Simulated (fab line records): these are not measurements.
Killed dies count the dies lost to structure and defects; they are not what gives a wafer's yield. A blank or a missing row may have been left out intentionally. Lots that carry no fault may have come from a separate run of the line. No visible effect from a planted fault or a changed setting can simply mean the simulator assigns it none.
fab line records :: flow n5Finfet
[record]
  lots = 11
  wafers = 33
  lastDay = 18
route steps=1938 shown BEOL_M5@1176 BEOL_M6@1209 PASSIVATION@1936
lots that met no fault: taken from a fault-free run of the same line
startH: hours from the record's opening day to when the first of the lot's shown wafers began :: waitH: hours elapsed since this lot's preceding step :: " as in the row above :: L1.1+2: a single row standing in for several wafers :: - no value, or no start was given :: * or withheld: withheld :: < > ~ a bound
route shown NAME@n: NAME is a module with steps in the file, n the number in the route of the first one :: usual: mean/standard deviation of fault-free wafers :: same: alike in all rows :: chamber/n: place in a boat :: sites: per-site readings :: _std_site: standard deviation of those values :: _edge_site: outer sites' mean less inner sites' :: radiusMm: for every site, how far away it sits from the centre of the wafer :: mask NAME#n: copy n :: behind: tool/chamber where the wafer was last shaped :: hold: why the lot went on hold/how many hours it stayed there/how the hold came to an end :: device: which transistor (n, p or np) failed to switch :: end of line: at the end of the route, the tests of the same wafers :: for a step that has no rows: nothing shown but its recipe :: killed: dies lost to structure and defects at the first sort, not the wafer's yield :: map: per-die view of a wafer (x killed, . not killed, _ where there is no die)
set.NAME: setting as actually run; set.NAME@STEP: the setting as run at that earlier step :: model.NAME: the simulator's own value behind a step, which no gauge read
a sample of lots followed through the steps of the route, with each step as a table and each wafer as a row
services: when a tool's chamber went out of use (startH, in hours from the record's first day, below 0 if earlier), for how many hours, and the reason
[[steps]]
[step N5_BEOL_M5_ANNEAL_49]
[recipe]
  tempC = 400
  timeS = 1800
  ambient = vacuum
[usual]
  heaterPowerW = 827/62
lot.wafer: L950.2
tool: pvdSputter-03
chamber: -
startH: 171.04
waitH: 0.0
heaterPowerW: 816

lot.wafer: L950.3
tool: pvdSputter-03
chamber: -
startH: 171.04
waitH: 0.0
heaterPowerW: 755

lot.wafer: L950.4
tool: pvdSputter-03
chamber: -
startH: 171.04
waitH: 0.0
heaterPowerW: 834

lot.wafer: L952.1
tool: pvdSputter-02
chamber: -
startH: 171.63
waitH: 0.0
heaterPowerW: 780

lot.wafer: L952.2
tool: pvdSputter-02
chamber: -
startH: 171.63
waitH: 0.0
heaterPowerW: 879

lot.wafer: L952.4
tool: pvdSputter-02
chamber: -
startH: 171.63
waitH: 0.0
heaterPowerW: 778

lot.wafer: L951.3
tool: pvdSputter-01
chamber: -
startH: 189.15
waitH: 0.0
heaterPowerW: 813

lot.wafer: L951.4
tool: pvdSputter-01
chamber: -
startH: 189.15
waitH: 0.0
heaterPowerW: 853

lot.wafer: L951.5
tool: pvdSputter-01
chamber: -
startH: 189.15
waitH: 0.0
heaterPowerW: 813

lot.wafer: L954.3
tool: pvdSputter-02
chamber: -
startH: 194.48
waitH: 0.0
heaterPowerW: 767

lot.wafer: L954.5
tool: pvdSputter-02
chamber: -
startH: 194.48
waitH: 0.0
heaterPowerW: 781

lot.wafer: L954.6
tool: pvdSputter-02
chamber: -
startH: 194.48
waitH: 0.0
heaterPowerW: 903

lot.wafer: L958.4
tool: pvdSputter-03
chamber: -
startH: 221.41
waitH: 0.0
heaterPowerW: 771

lot.wafer: L958.5
tool: pvdSputter-03
chamber: -
startH: 221.41
waitH: 0.0
heaterPowerW: 853

lot.wafer: L958.6
tool: pvdSputter-03
chamber: -
startH: 221.41
waitH: 0.0
heaterPowerW: 984

lot.wafer: L959.1
tool: pvdSputter-02
chamber: -
startH: 227.17
waitH: 0.0
heaterPowerW: 814

lot.wafer: L959.2
tool: pvdSputter-02
chamber: -
startH: 227.17
waitH: 0.0
heaterPowerW: 808

lot.wafer: L959.6
tool: pvdSputter-02
chamber: -
startH: 227.17
waitH: 0.0
heaterPowerW: 769

lot.wafer: L956.1
tool: pvdSputter-01
chamber: -
startH: 229.23
waitH: 0.0
heaterPowerW: 866

lot.wafer: L956.2
tool: pvdSputter-01
chamber: -
startH: 229.23
waitH: 0.0
heaterPowerW: 817

lot.wafer: L956.4
tool: pvdSputter-01
chamber: -
startH: 229.23
waitH: 0.0
heaterPowerW: 822

lot.wafer: L960.3
tool: pvdSputter-03
chamber: -
startH: 232.33
waitH: 0.0
heaterPowerW: 858

lot.wafer: L960.5
tool: pvdSputter-03
chamber: -
startH: 232.33
waitH: 0.0
heaterPowerW: 801

lot.wafer: L960.6
tool: pvdSputter-03
chamber: -
startH: 232.33
waitH: 0.0
heaterPowerW: 1010

lot.wafer: L961.1
tool: pvdSputter-02
chamber: -
startH: 246.21
waitH: 0.0
heaterPowerW: 813

lot.wafer: L961.3
tool: pvdSputter-02
chamber: -
startH: 246.21
waitH: 0.0
heaterPowerW: 789

lot.wafer: L961.5
tool: pvdSputter-02
chamber: -
startH: 246.21
waitH: 0.0
heaterPowerW: 776

lot.wafer: L970.1
tool: pvdSputter-02
chamber: -
startH: 292.88
waitH: 0.0
heaterPowerW: 780

lot.wafer: L970.2
tool: pvdSputter-02
chamber: -
startH: 292.88
waitH: 0.0
heaterPowerW: 880

lot.wafer: L970.4
tool: pvdSputter-02
chamber: -
startH: 292.88
waitH: 0.0
heaterPowerW: 763

lot.wafer: L972.3
tool: pvdSputter-02
chamber: -
startH: 315.14
waitH: 0.0
heaterPowerW: 837

lot.wafer: L972.5
tool: pvdSputter-02
chamber: -
startH: 315.14
waitH: 0.0
heaterPowerW: 767

lot.wafer: L972.6
tool: pvdSputter-02
chamber: -
startH: 315.14
waitH: 0.0
heaterPowerW: 840
[step N5_BEOL_M5_INSPECT_58]
[recipe]
  inspectInstrument = darkfield
  mode = postDep
[usual]
  rawDefectCount = 76/25
lot.wafer: L950.2
tool: defectInspect-02
chamber: -
startH: 176.94
waitH: 0.0
rawDefectCount: 67

lot.wafer: L950.3
tool: defectInspect-02
chamber: -
startH: 176.94
waitH: 0.0
rawDefectCount: 42

lot.wafer: L950.4
tool: defectInspect-02
chamber: -
startH: 176.94
waitH: 0.0
rawDefectCount: 52

lot.wafer: L952.1
tool: defectInspect-01
chamber: -
startH: 180.02
waitH: 0.0
rawDefectCount: 109

lot.wafer: L952.2
tool: defectInspect-01
chamber: -
startH: 180.02
waitH: 0.0
rawDefectCount: 96

lot.wafer: L952.4
tool: defectInspect-01
chamber: -
startH: 180.02
waitH: 0.0
rawDefectCount: 90

lot.wafer: L951.3
tool: defectInspect-01
chamber: -
startH: 195.75
waitH: 0.0
rawDefectCount: 79

lot.wafer: L951.4
tool: defectInspect-01
chamber: -
startH: 195.75
waitH: 0.0
rawDefectCount: 48

lot.wafer: L951.5
tool: defectInspect-01
chamber: -
startH: 195.75
waitH: 0.0
rawDefectCount: 21

lot.wafer: L954.3
tool: defectInspect-01
chamber: -
startH: 203.23
waitH: 0.0
rawDefectCount: 73

lot.wafer: L954.5
tool: defectInspect-01
chamber: -
startH: 203.23
waitH: 0.0
rawDefectCount: 86

lot.wafer: L954.6
tool: defectInspect-01
chamber: -
startH: 203.23
waitH: 0.0
rawDefectCount: 61

lot.wafer: L958.4
tool: defectInspect-02
chamber: -
startH: 226.82
waitH: 0.0
rawDefectCount: 103

lot.wafer: L958.5
tool: defectInspect-02
chamber: -
startH: 226.82
waitH: 0.0
rawDefectCount: 84

lot.wafer: L958.6
tool: defectInspect-02
chamber: -
startH: 226.82
waitH: 0.0
rawDefectCount: 68

lot.wafer: L959.1
tool: defectInspect-02
chamber: -
startH: 232.69
waitH: 0.0
rawDefectCount: 42

lot.wafer: L959.2
tool: defectInspect-02
chamber: -
startH: 232.69
waitH: 0.0
rawDefectCount: 58

lot.wafer: L959.6
tool: defectInspect-02
chamber: -
startH: 232.69
waitH: 0.0
rawDefectCount: 42

lot.wafer: L956.1
tool: defectInspect-02
chamber: -
startH: 234.59
waitH: 0.0
rawDefectCount: 64

lot.wafer: L956.2
tool: defectInspect-02
chamber: -
startH: 234.59
waitH: 0.0
rawDefectCount: 62

lot.wafer: L956.4
tool: defectInspect-02
chamber: -
startH: 234.59
waitH: 0.0
rawDefectCount: 59

lot.wafer: L960.3
tool: defectInspect-02
chamber: -
startH: 237.68
waitH: 0.0
rawDefectCount: 46

lot.wafer: L960.5
tool: defectInspect-02
chamber: -
startH: 237.68
waitH: 0.0
rawDefectCount: 50

lot.wafer: L960.6
tool: defectInspect-02
chamber: -
startH: 237.68
waitH: 0.0
rawDefectCount: 32

lot.wafer: L961.1
tool: defectInspect-02
chamber: -
startH: 251.56
waitH: 0.0
rawDefectCount: 62

lot.wafer: L961.3
tool: defectInspect-02
chamber: -
startH: 251.56
waitH: 0.0
rawDefectCount: 59

lot.wafer: L961.5
tool: defectInspect-02
chamber: -
startH: 251.56
waitH: 0.0
rawDefectCount: 106

lot.wafer: L970.1
tool: defectInspect-01
chamber: -
startH: 298.23
waitH: 0.0
rawDefectCount: 55

lot.wafer: L970.2
tool: defectInspect-01
chamber: -
startH: 298.23
waitH: 0.0
rawDefectCount: 75

lot.wafer: L970.4
tool: defectInspect-01
chamber: -
startH: 298.23
waitH: 0.0
rawDefectCount: 93

lot.wafer: L972.3
tool: defectInspect-01
chamber: -
startH: 320.48
waitH: 0.0
rawDefectCount: 96

lot.wafer: L972.5
tool: defectInspect-01
chamber: -
startH: 320.48
waitH: 0.0
rawDefectCount: 55

lot.wafer: L972.6
tool: defectInspect-01
chamber: -
startH: 320.48
waitH: 0.0
rawDefectCount: 101
[step N5_BEOL_M6_INSPECT_13]
[recipe]
  mode = adi
  inspectInstrument = brightfield
[usual]
  rawDefectCount = 430/100
lot.wafer: L950.2
tool: defectInspect-01
chamber: -
startH: 180.17
waitH: 0.0
rawDefectCount: 310

lot.wafer: L950.3
tool: defectInspect-01
chamber: -
startH: 180.17
waitH: 0.0
rawDefectCount: 340

lot.wafer: L950.4
tool: defectInspect-01
chamber: -
startH: 180.17
waitH: 0.0
rawDefectCount: 264

lot.wafer: L952.1
tool: defectInspect-02
chamber: -
startH: 181.39
waitH: 0.0
rawDefectCount: 458

lot.wafer: L952.2
tool: defectInspect-02
chamber: -
startH: 181.39
waitH: 0.0
rawDefectCount: 472

lot.wafer: L952.4
tool: defectInspect-02
chamber: -
startH: 181.39
waitH: 0.0
rawDefectCount: 412

lot.wafer: L951.3
tool: defectInspect-02
chamber: -
startH: 197.55
waitH: 0.0
rawDefectCount: 388

lot.wafer: L951.4
tool: defectInspect-02
chamber: -
startH: 197.55
waitH: 0.0
rawDefectCount: 430

lot.wafer: L951.5
tool: defectInspect-02
chamber: -
startH: 197.55
waitH: 0.0
rawDefectCount: 335

lot.wafer: L954.3
tool: defectInspect-02
chamber: -
startH: 204.36
waitH: 0.0
rawDefectCount: 313

lot.wafer: L954.5
tool: defectInspect-02
chamber: -
startH: 204.36
waitH: 0.0
rawDefectCount: 374

lot.wafer: L954.6
tool: defectInspect-02
chamber: -
startH: 204.36
waitH: 0.0
rawDefectCount: 301

lot.wafer: L958.4
tool: defectInspect-02
chamber: -
startH: 229.27
waitH: 0.0
rawDefectCount: 667

lot.wafer: L958.5
tool: defectInspect-02
chamber: -
startH: 229.27
waitH: 0.0
rawDefectCount: 479

lot.wafer: L958.6
tool: defectInspect-02
chamber: -
startH: 229.27
waitH: 0.0
rawDefectCount: 425

lot.wafer: L959.1
tool: defectInspect-02
chamber: -
startH: 234.80
waitH: 0.0
rawDefectCount: 387

lot.wafer: L959.2
tool: defectInspect-02
chamber: -
startH: 234.80
waitH: 0.0
rawDefectCount: 328

lot.wafer: L959.6
tool: defectInspect-02
chamber: -
startH: 234.80
waitH: 0.0
rawDefectCount: 421

lot.wafer: L956.1
tool: defectInspect-01
chamber: -
startH: 237.91
waitH: 0.0
rawDefectCount: 450

lot.wafer: L956.2
tool: defectInspect-01
chamber: -
startH: 237.91
waitH: 0.0
rawDefectCount: 449

lot.wafer: L956.4
tool: defectInspect-01
chamber: -
startH: 237.91
waitH: 0.0
rawDefectCount: 427

lot.wafer: L960.3
tool: defectInspect-01
chamber: -
startH: 239.88
waitH: 0.0
rawDefectCount: 317

lot.wafer: L960.5
tool: defectInspect-01
chamber: -
startH: 239.88
waitH: 0.0
rawDefectCount: 285

lot.wafer: L960.6
tool: defectInspect-01
chamber: -
startH: 239.88
waitH: 0.0
rawDefectCount: 342

lot.wafer: L961.1
tool: defectInspect-02
chamber: -
startH: 253.13
waitH: 0.0
rawDefectCount: 326

lot.wafer: L961.3
tool: defectInspect-02
chamber: -
startH: 253.13
waitH: 0.0
rawDefectCount: 388

lot.wafer: L961.5
tool: defectInspect-02
chamber: -
startH: 253.13
waitH: 0.0
rawDefectCount: 420

lot.wafer: L970.1
tool: defectInspect-02
chamber: -
startH: 300.08
waitH: 0.0
rawDefectCount: 271

lot.wafer: L970.2
tool: defectInspect-02
chamber: -
startH: 300.08
waitH: 0.0
rawDefectCount: 315

lot.wafer: L970.4
tool: defectInspect-02
chamber: -
startH: 300.08
waitH: 0.0
rawDefectCount: 399

lot.wafer: L972.3
tool: defectInspect-01
chamber: -
startH: 322.86
waitH: 0.0
rawDefectCount: 446

lot.wafer: L972.5
tool: defectInspect-01
chamber: -
startH: 322.86
waitH: 0.0
rawDefectCount: 292

lot.wafer: L972.6
tool: defectInspect-01
chamber: -
startH: 322.86
waitH: 0.0
rawDefectCount: 415
[step N5_BEOL_M6_ETCH_62]
[recipe]
  chemistry = N2/H2
  target = SOC
  targetDepthA = 1100
  overetchA = 220
  maskMaterial = SiARC
  tempC = 40
  timeS = 165
  ionEnergyEv = 200
  pressureMtorr = 30
  sourceW = 840
  biasW = 150
  n2FlowSccm = 200
  h2FlowSccm = 200
[usual]
  biasW = 150.1/0.41
  drypumpMotorCurrentA = 5.6/0.34
  oesProductAu = 0.67/0.071
  rfVppV = 524.4/2.5
  showerheadPlenumPTorr = 2.56/0.085
  throttleValvePct = 17.70/0.19
lot.wafer: L950.2
tool: rieDiel-05
chamber: 0
startH: 180.30
waitH: 0.0
biasW: 150.0
drypumpMotorCurrentA: 5.6
oesProductAu: 0.73
rfHoursCounterH: 51
rfVppV: 526.3
showerheadPlenumPTorr: 2.71
throttleValvePct: 17.78

lot.wafer: L950.3
tool: rieDiel-05
chamber: 3
startH: 180.30
waitH: 0.0
biasW: 150.2
drypumpMotorCurrentA: 5.7
oesProductAu: 0.60
rfHoursCounterH: 208
rfVppV: 522.6
showerheadPlenumPTorr: 2.50
throttleValvePct: 17.56

lot.wafer: L950.4
tool: rieDiel-05
chamber: 0
startH: 180.30
waitH: 0.0
biasW: 150.3
drypumpMotorCurrentA: 5.6
oesProductAu: 0.73
rfHoursCounterH: -
rfVppV: 528.4
showerheadPlenumPTorr: 2.71
throttleValvePct: 17.79

lot.wafer: L952.1
tool: rieDiel-05
chamber: 2
startH: 181.87
waitH: 0.0
biasW: 149.1
drypumpMotorCurrentA: 5.8
oesProductAu: 0.60
rfHoursCounterH: 197
rfVppV: 526.2
showerheadPlenumPTorr: 2.62
throttleValvePct: 17.37

lot.wafer: L952.2
tool: rieDiel-05
chamber: 0
startH: 181.87
waitH: 0.0
biasW: 150.0
drypumpMotorCurrentA: 5.6
oesProductAu: 0.73
rfHoursCounterH: 52
rfVppV: 528.5
showerheadPlenumPTorr: 2.71
throttleValvePct: 17.78

lot.wafer: L952.4
tool: rieDiel-05
chamber: 2
startH: 181.87
waitH: 0.0
biasW: 150.3
drypumpMotorCurrentA: 5.8
oesProductAu: 0.60
rfHoursCounterH: -
rfVppV: 526.0
showerheadPlenumPTorr: 2.62
throttleValvePct: 17.37

lot.wafer: L951.3
tool: rieDiel-05
chamber: 1
startH: 197.67
waitH: 0.0
biasW: 150.8
drypumpMotorCurrentA: 5.4
oesProductAu: 0.81
rfHoursCounterH: 4
rfVppV: 522.6
showerheadPlenumPTorr: 2.51
throttleValvePct: 17.77

lot.wafer: L951.4
tool: rieDiel-05
chamber: 3
startH: 197.67
waitH: 0.0
biasW: 149.4
drypumpMotorCurrentA: 5.7
oesProductAu: 0.60
rfHoursCounterH: 214
rfVppV: 523.4
showerheadPlenumPTorr: 2.50
throttleValvePct: 17.57

lot.wafer: L951.5
tool: rieDiel-05
chamber: 0
startH: 197.67
waitH: 0.0
biasW: 149.6
drypumpMotorCurrentA: 5.6
oesProductAu: 0.72
rfHoursCounterH: -
rfVppV: 527.7
showerheadPlenumPTorr: 2.70
throttleValvePct: 17.80

lot.wafer: L954.3
tool: rieDiel-02
chamber: 2
startH: 204.49
waitH: 0.0
biasW: 150.5
drypumpMotorCurrentA: 6.6
oesProductAu: 0.63
rfHoursCounterH: 162
rfVppV: 519.6
showerheadPlenumPTorr: 2.42
throttleValvePct: 17.72

lot.wafer: L954.5
tool: rieDiel-02
chamber: 2
startH: 204.49
waitH: 0.0
biasW: 149.8
drypumpMotorCurrentA: 6.6
oesProductAu: 0.64
rfHoursCounterH: -
rfVppV: 520.5
showerheadPlenumPTorr: 2.42
throttleValvePct: 17.73

lot.wafer: L954.6
tool: rieDiel-02
chamber: 1
startH: 204.49
waitH: 0.0
biasW: 149.9
drypumpMotorCurrentA: 5.4
oesProductAu: 0.76
rfHoursCounterH: -
rfVppV: 524.3
showerheadPlenumPTorr: 2.61
throttleValvePct: 17.82

lot.wafer: L958.4
tool: rieDiel-05
chamber: 2
startH: 229.39
waitH: 0.0
biasW: 150.2
drypumpMotorCurrentA: 5.8
oesProductAu: 0.59
rfHoursCounterH: 213
rfVppV: 526.1
showerheadPlenumPTorr: 2.62
throttleValvePct: 17.39

lot.wafer: L958.5
tool: rieDiel-05
chamber: 2
startH: 229.39
waitH: 0.0
biasW: 150.1
drypumpMotorCurrentA: 5.8
oesProductAu: 0.59
rfHoursCounterH: -
rfVppV: 527.0
showerheadPlenumPTorr: 2.62
throttleValvePct: 17.40

lot.wafer: L958.6
tool: rieDiel-05
chamber: 3
startH: 229.39
waitH: 0.0
biasW: 150.6
drypumpMotorCurrentA: 5.7
oesProductAu: 0.59
rfHoursCounterH: -
rfVppV: 523.2
showerheadPlenumPTorr: 2.49
throttleValvePct: 17.59

lot.wafer: L959.1
tool: rieDiel-02
chamber: 0
startH: 235.39
waitH: 0.0
biasW: 149.6
drypumpMotorCurrentA: 5.4
oesProductAu: 0.66
rfHoursCounterH: 133
rfVppV: 525.0
showerheadPlenumPTorr: 2.55
throttleValvePct: 17.61

lot.wafer: L959.2
tool: rieDiel-02
chamber: 3
startH: 235.39
waitH: 0.0
biasW: 150.0
drypumpMotorCurrentA: 5.5
oesProductAu: 0.73
rfHoursCounterH: 61
rfVppV: 521.2
showerheadPlenumPTorr: 2.48
throttleValvePct: 17.87

lot.wafer: L959.6
tool: rieDiel-02
chamber: 0
startH: 235.39
waitH: 0.0
biasW: 150.2
drypumpMotorCurrentA: 5.4
oesProductAu: 0.66
rfHoursCounterH: -
rfVppV: 524.7
showerheadPlenumPTorr: 2.55
throttleValvePct: 17.62

lot.wafer: L956.1
tool: rieDiel-04
chamber: 2
startH: 238.03
waitH: 0.0
biasW: 150.0
drypumpMotorCurrentA: 5.7
oesProductAu: 0.62
rfHoursCounterH: 197
rfVppV: 527.3
showerheadPlenumPTorr: 2.63
throttleValvePct: 18.10

lot.wafer: L956.2
tool: rieDiel-04
chamber: 0
startH: 238.03
waitH: 0.0
biasW: 149.9
drypumpMotorCurrentA: 5.9
oesProductAu: 0.63
rfHoursCounterH: 192
rfVppV: 523.9
showerheadPlenumPTorr: 2.53
throttleValvePct: 17.74

lot.wafer: L956.4
tool: rieDiel-04
chamber: 1
startH: 238.03
waitH: 0.0
biasW: 150.7
drypumpMotorCurrentA: 5.4
oesProductAu: 0.75
rfHoursCounterH: 25
rfVppV: 523.1
showerheadPlenumPTorr: 2.51
throttleValvePct: 17.54

lot.wafer: L960.3
tool: rieDiel-05
chamber: 2
startH: 240.01
waitH: 0.0
biasW: 150.1
drypumpMotorCurrentA: 5.8
oesProductAu: 0.59
rfHoursCounterH: 216
rfVppV: 525.9
showerheadPlenumPTorr: 2.61
throttleValvePct: 17.42

lot.wafer: L960.5
tool: rieDiel-05
chamber: 0
startH: 240.01
waitH: 0.0
biasW: 150.4
drypumpMotorCurrentA: 5.6
oesProductAu: 0.71
rfHoursCounterH: -
rfVppV: 527.4
showerheadPlenumPTorr: 2.70
throttleValvePct: 17.81

lot.wafer: L960.6
tool: rieDiel-05
chamber: 1
startH: 240.01
waitH: 0.0
biasW: 150.7
drypumpMotorCurrentA: 5.4
oesProductAu: 0.78
rfHoursCounterH: -
rfVppV: 521.3
showerheadPlenumPTorr: 2.50
throttleValvePct: 17.78

lot.wafer: L961.1
tool: rieDiel-04
chamber: 2
startH: 253.26
waitH: 0.0
biasW: 149.6
drypumpMotorCurrentA: 5.7
oesProductAu: 0.60
rfHoursCounterH: 204
rfVppV: 526.8
showerheadPlenumPTorr: 2.62
throttleValvePct: 18.15

lot.wafer: L961.3
tool: rieDiel-04
chamber: 0
startH: 253.26
waitH: 0.0
biasW: 150.1
drypumpMotorCurrentA: 5.9
oesProductAu: 0.62
rfHoursCounterH: 199
rfVppV: 523.0
showerheadPlenumPTorr: 2.53
throttleValvePct: 17.75

lot.wafer: L961.5
tool: rieDiel-04
chamber: 3
startH: 253.26
waitH: 0.0
biasW: 150.2
drypumpMotorCurrentA: 5.0
oesProductAu: 0.72
rfHoursCounterH: -
rfVppV: 528.0
showerheadPlenumPTorr: 2.69
throttleValvePct: 17.67

lot.wafer: L970.1
tool: rieDiel-05
chamber: 1
startH: 300.58
waitH: 0.0
biasW: 149.8
drypumpMotorCurrentA: 5.4
oesProductAu: 0.74
rfHoursCounterH: 37
rfVppV: 521.4
showerheadPlenumPTorr: 2.49
throttleValvePct: 17.81

lot.wafer: L970.2
tool: rieDiel-05
chamber: 3
startH: 300.58
waitH: 0.0
biasW: 150.3
drypumpMotorCurrentA: 5.7
oesProductAu: 0.58
rfHoursCounterH: 249
rfVppV: 522.0
showerheadPlenumPTorr: 2.48
throttleValvePct: 17.64

lot.wafer: L970.4
tool: rieDiel-05
chamber: 0
startH: 300.58
waitH: 0.0
biasW: 116.5
drypumpMotorCurrentA: 5.5
oesProductAu: 0.69
rfHoursCounterH: 92
rfVppV: 447.9
showerheadPlenumPTorr: 2.69
throttleValvePct: 17.87

lot.wafer: L972.3
tool: rieDiel-05
chamber: 0
startH: 323.35
waitH: 0.0
biasW: 116.5
drypumpMotorCurrentA: 5.6
oesProductAu: 0.68
rfHoursCounterH: 103
rfVppV: 449.0
showerheadPlenumPTorr: 2.68
throttleValvePct: 17.88

lot.wafer: L972.5
tool: rieDiel-05
chamber: 2
startH: 323.35
waitH: 0.0
biasW: 150.0
drypumpMotorCurrentA: 5.8
oesProductAu: 0.57
rfHoursCounterH: -
rfVppV: 526.5
showerheadPlenumPTorr: 2.60
throttleValvePct: 17.46

lot.wafer: L972.6
tool: rieDiel-05
chamber: 1
startH: 323.35
waitH: 0.0
biasW: 149.6
drypumpMotorCurrentA: 5.4
oesProductAu: 0.73
rfHoursCounterH: -
rfVppV: 522.0
showerheadPlenumPTorr: 2.49
throttleValvePct: 17.83
[step N5_PASSIVATION_PROBE_49]
[usual]
  defectLimitedYield = 91.0/1.5
  killed_at_M0_to_M3 = 34/9.1
  killed_at_M4_up = 14/5.7
  killedAtContacts = 13/5.7
  killedAtFrontEnd = 42/12
  killedAtOther = 4/3.4
  killedDies = 106/17
  killedOpen = 70/13
  killedShort = 34/7.5
  sort_bin_5_function = 5.2/0.94
  sort_bin_6_memory = 3.4/0.69
  sort_bin_8_speed = 0.00/0.029
  sortNPass = 1074/17
  sortYieldPct = 91.0/1.5
[same]
  grossDies = 1180
  killedAtBackSide = 0
  sort_bin_4_leakage[%] = 0
lot.wafer: L960.3
tool: prober-02
chamber: -
startH: 333.64
waitH: 0.1
defectLimitedYield[%]: 91.9
killed_at_M0_to_M3: 19
killed_at_M4_up: 24
killedAtContacts: 11
killedAtFrontEnd: 22
killedAtOther: 19
killedDies: 95
killedOpen: 59
killedShort: 36
sort_bin_5_function[%]: 5.0
sort_bin_6_memory[%]: 3.0
sort_bin_8_speed[%]: 0
sortNPass: 1085
sortYieldPct[%]: 91.9

lot.wafer: L960.5
tool: prober-02
chamber: -
startH: 333.74
waitH: 0.2
defectLimitedYield[%]: 90.0
killed_at_M0_to_M3: 21
killed_at_M4_up: 32
killedAtContacts: 15
killedAtFrontEnd: 42
killedAtOther: 8
killedDies: 118
killedOpen: 76
killedShort: 38
sort_bin_5_function[%]: 5.3
sort_bin_6_memory[%]: 3.6
sort_bin_8_speed[%]: 0
sortNPass: 1062
sortYieldPct[%]: 90.0

lot.wafer: L960.6
tool: prober-02
chamber: -
startH: 333.79
waitH: 0.3
defectLimitedYield[%]: 89.7
killed_at_M0_to_M3: 28
killed_at_M4_up: 23
killedAtContacts: 14
killedAtFrontEnd: 50
killedAtOther: 7
killedDies: 122
killedOpen: 72
killedShort: 49
sort_bin_5_function[%]: 5.6
sort_bin_6_memory[%]: 4.5
sort_bin_8_speed[%]: 0
sortNPass: 1058
sortYieldPct[%]: 89.7
// killed by level:class
L960.3 MOL_CONTACT_COAG:geometricParticle:open=11 BEOL_M4:geometricParticle:open=10 GATE_CUT:geometricParticle:short=8 BEOL_M0_SAQP:geometricParticle:open=6 BEOL_M3:geometricParticle:open=6 BEOL_M4:geometricParticle:short=6 MIM_TOP_ETCH:geometricParticle:open=5 PASS1_CAP:geometricParticle:open=4
L960.5 BEOL_M4:geometricParticle:open=19 MOL_CONTACT_COAG:geometricParticle:open=10 STI_FIN_REVEAL:geometricParticle:open=8 BEOL_M0_SAQP:geometricParticle:open=8 FIN_SAQP:geometricParticle:short=6 BEOL_M0_SAQP:geometricParticle:short=6 GATE_CUT:geometricParticle:short=5 BEOL_M4:geometricParticle:short=5
L960.6 BEOL_M4:geometricParticle:open=15 BEOL_M3:geometricParticle:open=12 FIN_SAQP:geometricParticle:short=11 MOL_CONTACT_COAG:geometricParticle:open=11 STI_FIN_REVEAL:geometricParticle:open=10 FIN_SAQP:geometricParticle:open=8 BEOL_M0_SAQP:geometricParticle:short=7 GATE_CUT:geometricParticle:short=5
[[services]]
tool: rieDiel-05
chamber: 1
startH: 153.82
hours: -
kind: clean

tool: rieDiel-05
chamber: 1
startH: 153.82
hours: -
kind: consumableReplace:focusRing

tool: rieDiel-05
chamber: 1
startH: 153.82
hours: 20.4
kind: scheduledDown

tool: rieDiel-05
chamber: 1
startH: 153.82
hours: 20.4
kind: ventCycle

tool: rieDiel-05
chamber: 3
startH: 207.52
hours: 3.0
kind: repair

tool: rieDiel-04
chamber: 2
startH: 266.00
hours: 8.9
kind: repair

tool: rieDiel-05
chamber: 3
startH: 304.84
hours: -
kind: clean

tool: rieDiel-05
chamber: 3
startH: 304.84
hours: -
kind: consumableReplace:focusRing

tool: rieDiel-05
chamber: 3
startH: 304.84
hours: 21.1
kind: scheduledDown

tool: rieDiel-05
chamber: 3
startH: 304.84
hours: 21.1
kind: ventCycle

tool: rieDiel-02
chamber: 3
startH: 307.91
hours: 13.1
kind: repair
[[key]]
[firstSign]
  step = N5_BEOL_M6_ETCH_62
  reading = biasW
  direction = down
  sigmas = 83
  usual = *
  struck = *
[effect]
  step = N5_BEOL_M6_ETCH_62
  reading = rfVppV
  direction = down
  sigmas = 30
  usual = 524.4
  struck = 448.5
metAt N5_BEOL_M6_ETCH_62
struckLots L970,L972
struckWafers L970.4,L972.3
notActingAt N5_BEOL_M5_ANNEAL_49,N5_BEOL_M5_INSPECT_58,N5_BEOL_M6_INSPECT_13
onsetBetween 240.01 300.58
[fault]
  kind = processParameterDrift
  tool = rieDiel-05
  chamber = 0
  onsetH = 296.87
  steps = N5_BEOL_M6_ETCH_62
  channel = biasW
  offset = *
  shape = step
  endH = 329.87
  actsIn = *
  stated = *
